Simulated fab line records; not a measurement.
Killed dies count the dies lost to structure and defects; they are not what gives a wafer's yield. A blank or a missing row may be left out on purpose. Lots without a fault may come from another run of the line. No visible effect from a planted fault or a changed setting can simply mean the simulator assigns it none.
fab line records    flow nand_harc
[record] lots = 6  wafers = 18  last_day = 33
route steps=1302 shown A_STAIRCASE@683 END@1302
lots with no fault: from the same line, run without faults
start_h: the number of hours between the record's first day and the start of the first shown wafer of the lot    wait_h: hours elapsed since this lot's preceding step    " unchanged from the row above    L1.1+2: one row covering several wafers at once    - value missing, or start not given    * or withheld: withheld    < > ~ a bound
route shown NAME@n: a module of which the file shows steps, and the number in the route of the first    usual: mean/standard deviation of fault-free wafers    same: alike in all rows    chamber/n: place in a boat    sites: the reading at each site    _std_site: their standard deviation    _edge_site: inner sites' mean taken away from outer sites' mean    radius_mm: for every site, how far away it sits from the centre of the wafer    mask NAME#n: copy n    behind: the most recent tool/chamber to have shaped the wafer    hold: cause of the lot's hold/its duration in hours/its outcome    device: names the non-switching transistor (n, p or np)    end of line: tests run on the same wafers once the route is complete    for a step that has no rows: nothing shown but its recipe    killed: at the first sort, the dies lost to defects and structure; wafer yield is something else    map: dies across one wafer; x = killed, . = not, _ = none there
set.NAME: the setting that was run; set.NAME@STEP: the one run at that earlier step    model.NAME: the simulator's own value behind a step, which no gauge read
lots at selected steps of the route; one table per step, one row per wafer
services: a tool's chamber out of use, with start hour (start_h, from the record's first day; less than 0 if before it), hours out, and reason
[[steps]]
[step NHARC_A_STAIRCASE_TRIM_26]
[recipe] time_s = 211.2  o2_flow_sccm = 500  ar_flow_sccm = 0  bias_w = 0  chemistry = O2
[usual] drypump_motor_current_A = 5.9/0.38  oes_product_au = 1.002/0.017  rf_vpp_V = 57.8/0.97  showerhead_plenum_p_Torr = 3.54/0.17  throttle_valve_pct = 17.036/0.0088
lot.wafer  tool         chamber  start_h  wait_h  drypump_motor_current_A  oes_product_au  rf_hours_counter_h  rf_vpp_V  showerhead_plenum_p_Torr  throttle_valve_pct
L518.4     rie_diel-11  0        -        -       5.7                      0.992           30                  57.1      3.69                      17.029
L518.2     "            1        "        "       5.5                      1.006           25                  56.8      3.79                      17.040
L518.5     "            3        "        "       6.1                      1.015           -                   57.4      3.53                      17.040
L521.1     rie_diel-05  2        -        -       6.1                      1.018           51                  59.3      3.34                      17.037
L521.4     "            3        "        "       5.9                      1.023           47                  57.9      3.31                      17.031
L521.6     "            0        "        "       6.7                      1.005           -                   57.0      3.42                      17.026
L527.3     rie_diel-10  1        -        -       5.2                      0.973           1                   57.8      3.58                      17.055
L527.6     "            3        "        "       5.9                      0.983           -                   58.5      3.80                      17.044
L527.5     "            0        "        "       5.7                      0.998           -                   57.5      3.50                      17.027
L529.2     rie_diel-11  0        -        -       5.6                      0.982           8                   56.9      3.67                      17.034
L529.1     "            2        "        "       6.1                      0.972           10                  57.0      3.74                      17.035
L529.6     "            0        "        "       5.6                      0.987           -                   58.8      3.67                      17.026
L534.2     rie_diel-05  0        -        -       6.6                      1.022           27                  57.2      3.40                      17.033
L534.4     "            1        "        "       6.1                      0.995           27                  58.6      3.73                      17.024
L534.1     "            3        "        "       5.9                      1.016           19                  57.6      3.30                      17.049
L539.3     rie_diel-10  1        -        -       5.2                      1.002           36                  59.0      3.56                      17.045
L539.4     "            0        "        "       5.6                      0.985           47                  56.1      3.48                      17.038
L539.6     "            1        "        "       5.2                      1.010           -                   57.8      3.56                      17.045
[step NHARC_A_STAIRCASE_ETCH_27]
[recipe] target_depth_a = 1000  time_s = 40.5  ion_energy_ev = 400  c4f8_flow_sccm = 20  o2_flow_sccm = 10  ar_flow_sccm = withheld  rf_w = 600  bias_w = 1000  chemistry = C4F8/O2
[usual] oes_product_au = 0.948/0.022  rf_vpp_V = 896/6.3
lot.wafer  tool         chamber  start_h  wait_h  oes_product_au  rf_hours_counter_h  rf_vpp_V
L518.4     rie_diel-11  3        -        -       0.955           31                  894
L518.2     "            2        "        "       0.910           27                  905
L518.5     "            0        "        "       0.936           -                   901
L521.4     rie_diel-05  1        -        -       0.952           55                  903
L521.1     "            2        "        "       0.950           51                  890
L521.6     "            1        "        "       0.945           -                   906
L527.3     rie_diel-10  1        -        -       0.910           2                   898
L527.5     "            0        "        "       0.929           -                   896
L527.6     "            1        "        "       0.919           -                   898
L529.2     rie_diel-11  1        -        -       0.904           9                   905
L529.1     "            3        "        "       0.969           8                   895
L529.6     "            1        "        "       0.917           -                   904
L534.1     rie_diel-05  0        -        -       0.969           27                  891
L534.4     "            1        "        "       0.936           28                  903
L534.2     "            2        "        "       0.953           28                  888
L539.3     rie_diel-10  1        -        -       0.937           36                  898
L539.4     "            2        "        "       0.939           55                  894
L539.6     "            1        "        "       0.952           -                   897
[step NHARC_A_STAIRCASE_STRIP_175]
[recipe] power_w = 1500  temp_c = 250  chemistry = O2
[usual] drypump_motor_current_A = 6.1/0.56  heater_power_w = 305/25
lot.wafer  tool             chamber  start_h  wait_h  drypump_motor_current_A  heater_power_w  rf_hours_counter_h
L518.2     plasma_asher-02  0        358.32   0.1     6.1                      324             25
L518.4     "                1        "        "       6.6                      263             -
L518.5     "                1        "        "       6.6                      265             -
L521.1     plasma_asher-02  1        390.27   0.1     6.6                      261             31
L521.4     "                0        "        "       6.1                      325             -
L521.6     "                0        "        "       6.1                      324             -
L527.3     plasma_asher-02  0        454.52   0.2     6.1                      327             -
L527.5     "                1        "        "       6.6                      271             -
L527.6     "                0        "        "       6.1                      326             -
L529.2     plasma_asher-02  0        475.37   0.1     6.1                      319             10
L529.1     "                1        "        "       6.6                      280             10
L529.6     "                1        "        "       6.6                      281             -
L534.1     plasma_asher-02  1        510.35   0.1     6.6                      279             18
L534.2     "                0        "        "       6.0                      322             18
L534.4     "                1        "        "       6.6                      273             -
L539.4     plasma_asher-02  0        572.99   0.2     6.1                      320             -
L539.3     "                1        "        "       6.6                      276             -
L539.6     "                0        "        "       6.1                      312             -
[step NHARC_A_STAIRCASE_STRIP_148]
[recipe] time_s = 900  temp_c = 130  chemistry = SPM
[step NHARC_A_STAIRCASE_PRECLEAN_149]
[recipe] time_s = *  temp_c = 50  bath_age_min = 0  chemistry = SC1
[step NHARC_A_STAIRCASE_SRD_150]
[step NHARC_A_STAIRCASE_DEHYDRATE_176]
[recipe] temp_c = 150  time_s = 120
[step NHARC_A_STAIRCASE_HMDS_177]
[recipe] time_s = 30
[step NHARC_A_STAIRCASE_COAT_178]
[recipe] spin_rpm = 1200
[step NHARC_A_STAIRCASE_SOFTBAKE_179]
[recipe] temp_c = 135  time_s = 170
[step NHARC_A_STAIRCASE_EBR_180]
[step NHARC_A_STAIRCASE_EXPOSE_181]
[recipe] na = 0.5  dose_mj = 27.87  mask_id = STAIR_2
[usual] exposure_dose_mJ_cm2 = 27.867/0.025  stage_vel_mm_s = 500.02/0.25
lot.wafer  tool            chamber  start_h  wait_h  mask       exposure_dose_mJ_cm2  stage_vel_mm_s
L518.2     krf_scanner-02  0        359.55   -       STAIR_2#0  27.835                500.16
L518.4     "               0        "        "       STAIR_2#0  27.889                500.23
L518.5     "               0        "        "       STAIR_2#0  27.886                500.41
L521.1     krf_scanner-01  0        391.42   -       STAIR_2#0  27.925                500.14
L521.4     "               0        "        "       STAIR_2#0  27.893                500.56
L521.6     "               0        "        "       STAIR_2#0  27.854                499.73
L527.3     krf_scanner-02  0        455.42   -       STAIR_2#0  28.216                499.71
L527.5     "               0        "        "       STAIR_2#0  28.246                500.14
L527.6     "               0        "        "       STAIR_2#0  28.220                499.85
L529.1     krf_scanner-02  0        476.50   -       STAIR_2#0  28.280                499.99
L529.2     "               0        "        "       STAIR_2#0  28.275                500.01
L529.6     "               0        "        "       STAIR_2#0  28.299                500.04
L534.1     krf_scanner-04  0        511.48   -       STAIR_2#0  27.876                499.67
L534.2     "               0        "        "       STAIR_2#0  27.849                500.06
L534.4     "               0        "        "       STAIR_2#0  27.837                499.99
L539.3     krf_scanner-04  0        573.93   -       STAIR_2#0  27.860                499.49
L539.4     "               0        "        "       STAIR_2#0  27.871                499.45
L539.6     "               0        "        "       STAIR_2#0  27.858                499.32
[step NHARC_A_STAIRCASE_PEB_182]
[recipe] peb_temp_c = 115  peb_time_s = 130
[step NHARC_END_SORT_01]
[recipe] temp_c = 25
[usual] killed_at_array = 56/17  killed_at_other = 0.9/1.2  killed_at_periphery = 3.9/2.5  killed_dies = 61/17  killed_open = 3.2/1.8  killed_short = 2.7/1.7
[same] gross_dies = 677
lot.wafer  tool       chamber  start_h  wait_h  killed_at_array  killed_at_other  killed_at_periphery  killed_dies  killed_open  killed_short
L527.3     prober-02  0        669.98   3.1     52               0                0                    52           5            2
L527.5     prober-02  0        671.61   3.8     49               1                2                    52           6            4
L527.6     prober-02  0        672.43   4.1     49               1                1                    51           2            0
// killed by level:class
L527.3 A_CHANNEL_HOLE_D1:chamber_film_flake=37 A_BLC:geometric_particle:open=2 A_CHANNEL_FILL_D2:chamber_film_flake=2 A_CHANNEL_FILL_D1:geometric_particle:open=1 A_CHANNEL_FILL_D1:geometric_particle:short=1 A_CONTACT:geometric_particle:short=1 A_CONTACT:geometric_particle:open=1 A_M1:geometric_particle:open=1
L527.5 A_CHANNEL_HOLE_D1:chamber_film_flake=31 A_BONDPAD:chamber_film_flake=4 P_CONTACT:geometric_particle:short=2 A_CHANNEL_HOLE_D2:unspecified=2 A_SOURCE_PLATE:geometric_particle:open=1 A_ONON_D1:geometric_particle:open=1 A_CHANNEL_FILL_D1:geometric_particle:open=1 A_CHANNEL_FILL_D1:geometric_particle:short=1
L527.6 A_CHANNEL_HOLE_D1:chamber_film_flake=33 A_SLIT:chamber_film_flake=4 A_CONTACT:chamber_film_flake=4 A_DECK1_JOINT:chamber_film_flake=2 A_CHANNEL_FILL_D2:chamber_film_flake=2 A_CHANNEL_HOLE_D2:geometric_particle:open=1 A_M0:geometric_particle:open=1 P_GATE:chamber_film_flake=1
[[services]]
tool             chamber  start_h  hours  kind
rie_diel-05      0        338.44   -      clean
rie_diel-05      1        338.44   -      clean
rie_diel-05      2        338.44   -      clean
rie_diel-05      3        338.44   -      clean
krf_scanner-04   -        357.41   4.0    pm
krf_scanner-01   -        386.00   5.1    repair
rie_diel-05      -        408.41   9.0    pm
rie_diel-11      -        416.68   0.2    repair
rie_diel-10      -        419.84   9.0    pm
plasma_asher-02  -        426.42   9.0    pm
plasma_asher-02  0        426.42   9.0    vent_cycle
plasma_asher-02  1        426.42   9.0    vent_cycle
rie_diel-10      1        432.20   13.8   repair
rie_diel-11      -        432.57   9.0    pm
plasma_asher-02  0        435.42   -      clean
plasma_asher-02  1        435.42   -      clean
krf_scanner-01   -        436.95   0.5    repair
krf_scanner-02   -        438.00   4.0    pm
krf_scanner-01   -        455.93   2.5    repair
krf_scanner-01   -        484.00   4.0    pm
krf_scanner-04   -        506.91   0.8    repair
rie_diel-11      0        520.39   3.2    repair
krf_scanner-04   -        529.41   4.0    pm
krf_scanner-04   -        537.30   0.1    repair
[[key]]
[first_sign] step = NHARC_A_STAIRCASE_EXPOSE_181  reading = exposure_dose_mJ_cm2  direction = up  sigmas = 16  usual = 27.867  struck = 28.256
effect none on later readings
met_at NHARC_A_STAIRCASE_EXPOSE_181
struck_wafers L527.3,L527.5,L527.6,L529.1,L529.2,L529.6
tester_left_out L527,L529
onset_between 359.55 455.42
[fault] kind = process_parameter_drift  tool = krf_scanner-02  chamber = -  onset_h = 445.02  steps = NHARC_A_STAIRCASE_EXPOSE_181  channel = dose_mj  offset = 0.39502  shape = step  acts_in = these_recipes_only  stated = 27.87
// tester_left_out: of these lots the tester's yield and bins aren't shown, on N5 and GAA mostly nor the transistor test; their killed dies are dies lost to structure and defects alone, not to doping, threshold or leakage, so they don't give the yield
